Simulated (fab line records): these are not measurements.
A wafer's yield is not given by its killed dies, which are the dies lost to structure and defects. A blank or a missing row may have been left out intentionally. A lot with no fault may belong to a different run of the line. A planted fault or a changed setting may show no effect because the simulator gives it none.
Matching of chambers | flow n5Finfet | N5_BEOL_M1_ETCH_64 on rieDiel-06: 4 sister chambers
The step etches SOC in N2/H2, target depth 75 nm, overetch 15 nm, time 112.5 s. 4 wafers are shown with their chamber, then 10 later ones without.

## EACH WAFER AND ITS CHAMBER
wafer  | chamber | drypumpMotorCurrentA (A)
L084.1 | 2       | 6.4
L084.3 | 0       | 4.9
L088.1 | 1       | 5.9
L088.3 | 3       | 6.3

## WAFERS WITHOUT THEIR CHAMBER
wafer  | drypumpMotorCurrentA (A)
L088.4 | 5.9
L090.1 | 6.3
L090.2 | 5.8
L090.5 | 6.3
L093.1 | 6.3
L093.3 | 6.3
L093.6 | 6.3
L096.1 | 6.3
L096.3 | 4.9
L096.5 | 6.3

## THE CHAMBER EACH PASSED THROUGH
wafer  | from the rows above | in truth
L088.4 | 1                   | 1
L090.1 | 3                   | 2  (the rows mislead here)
L090.2 | 1                   | 1
L090.5 | 3                   | 3
L093.1 | 3                   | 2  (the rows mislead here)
L093.3 | 3                   | 3
L093.6 | 3                   | 3
L096.1 | 3                   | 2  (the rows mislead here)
L096.3 | 0                   | 0
L096.5 | 3                   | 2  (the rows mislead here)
Correctly placed: 6 of 10. Left unplaced by these rows: 0. Number placed wrongly: 4.
How it was worked out, from the rows above alone: a wafer's distance from a chamber is the root of the sum, over the readings, of the square of ((its reading less the chamber's mean) divided by the reading's scatter). The wafer belongs to the nearest chamber; if the next one is less than 2 further off, it can't be placed. A chamber's mean is the mean of its shown wafers. The scatter: root of mean squared gap, hidden wafer to nearest shown wafer, with one shown wafer a chamber.
